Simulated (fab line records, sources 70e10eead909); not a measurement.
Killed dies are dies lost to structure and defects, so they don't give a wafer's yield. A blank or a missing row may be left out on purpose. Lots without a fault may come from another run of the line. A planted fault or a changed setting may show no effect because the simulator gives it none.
A struck lot beside a sound one | flow nand_harc | 39 steps out of a route of 1159
Sound: wafers L833.2, L833.3, L833.5. Struck: wafers L838.1, L838.3, L838.6. The cause comes at the end.
At each step with rows: each side's tool, then ch and its chambers, then its first start. Under that, the readings that differ: sound wafers | struck wafers | difference of the means | sigmas: that difference in standard deviations of wafers without a fault.
alike: readings whose means differ by less than 2 such deviations, and words and numbers that are the same on both sides. not compared: withheld readings, readings that some wafer has no value for, bounds like >300 that may hide the same value, and numbers for which the record gives no deviation and whose values overlap.
The two part at a step that has a row with sigmas, a row that says differs or no value, or rows on one side only. Numbers that don't overlap but have no deviation are shown without sigmas and don't part them. A reading that every wafer of one side lacks parts them only if that side has two wafers or more.

first, 9 steps without rows for these wafers: NHARC_P_GATE_SOFTBAKE_21 (time 55 s); NHARC_P_GATE_EBR_22; NHARC_P_GATE_EXPOSE_23 (exposes mask P GATE, target cd 120 nm); NHARC_P_GATE_PEB_24 (peb time 65 s); NHARC_P_GATE_DEVELOP_25 (develop time 35 s); NHARC_P_GATE_DESCUM_31 (chemistry O2, time 3 s); NHARC_P_GATE_ETCH_104 (etches the open film in CF4/CHF3, target depth 60 nm); NHARC_P_GATE_HM_OPEN_105 (chemistry O2/COS, target depth 360 nm); NHARC_P_GATE_STRIP_106 (strips in O2/COS).
NHARC_P_GATE_ETCH_114: etches the open film in CF4/O2, target depth 30 nm, overetch 3 nm, time 16.5 s.
  sound on rie_diel-12 ch 0,2,3, day 8 02:00; struck on rie_diel-12 ch 0,1, day 8 21:00
  alike: cf4_flow_sccm, chamber_pressure_mTorr, drypump_motor_current_A, oes_product_au, rf_vpp_V, showerhead_plenum_p_Torr, throttle_valve_pct
  not compared: rf_hours_counter_h
then, 27 steps without rows for these wafers: NHARC_P_GATE_ETCH_32 (etches the open film in HBr/Cl2, target depth 150 nm, time 100.1 s); NHARC_P_GATE_STRIP_108 (strips in O2); NHARC_P_GATE_STRIP_35 (strips in SPM, time 600 s); NHARC_P_GATE_PRECLEAN_73 (cleans in SC1); NHARC_P_GATE_SRD_74; NHARC_P_GATE_ALD_36 (deposits SiNx, target thk 20 nm, pulse time 60 s, ald cycles 223); NHARC_P_GATE_ETCHBACK_37 (etches the open film in CHF3/O2, target depth 34.5 nm, time 17.2 s); NHARC_P_GATE_STRIP_101 (strips in O2, time 20 s); NHARC_P_GATE_PRECLEAN_97 (cleans in SPM, time 600 s); NHARC_P_GATE_SRD_98; NHARC_P_GATE_PRECLEAN_99 (cleans in SC1); NHARC_P_GATE_SRD_100; NHARC_P_GATE_DEHYDRATE_38 (time 120 s); NHARC_P_GATE_HMDS_39 (time 30 s); NHARC_P_GATE_COAT_40; NHARC_P_GATE_SOFTBAKE_41 (time 95 s); NHARC_P_GATE_EBR_42; NHARC_P_GATE_EXPOSE_43 (exposes mask P NSD, target cd 720 nm); NHARC_P_GATE_PEB_44 (peb time 85 s); NHARC_P_GATE_DEVELOP_45 (time 70 s); NHARC_P_GATE_HARDBAKE_47 (time 80 s); NHARC_P_GATE_DESCUM_48 (chemistry O2, time 3 s); NHARC_P_GATE_IMPLANT_49; NHARC_P_GATE_STRIP_111 (strips in N2/H2, time 250 s); NHARC_P_GATE_STRIP_75 (strips in O2); NHARC_P_GATE_STRIP_50 (strips in SPM, time 900 s); NHARC_P_GATE_DEHYDRATE_51 (time 120 s).
NHARC_P_GATE_INSPECT_68:
  sound on defect_inspect-02, day 8 20:33; struck on defect_inspect-02, day 9 15:40
  reading          | sound       | struck      | difference | sigmas
  raw_defect_count | 162 246 234 | 650 640 644 | +431       | +6
-- the record jumps here: 14 days lie between the struck wafers' starts before and after (it left off in module P_GATE and takes up again in module END, whose first step shown is number 1159 of the route) --
NHARC_END_SORT_01:
  sound on prober-02 ch 0, day 22 09:29; struck on prober-02 ch 0, day 23 19:12
  reading             | sound    | struck      | difference | sigmas
  killed_at_periphery | 3 6 6    | 92 82 81    | +80        | +29
  killed_dies         | 39 33 34 | 120 114 101 | +76        | +6
  alike: killed_at_array, killed_at_other, killed_open, killed_short

WHERE THEY PART
First at NHARC_P_GATE_INSPECT_68; last, within this record, at NHARC_END_SORT_01.

WHY: what the simulator had put in
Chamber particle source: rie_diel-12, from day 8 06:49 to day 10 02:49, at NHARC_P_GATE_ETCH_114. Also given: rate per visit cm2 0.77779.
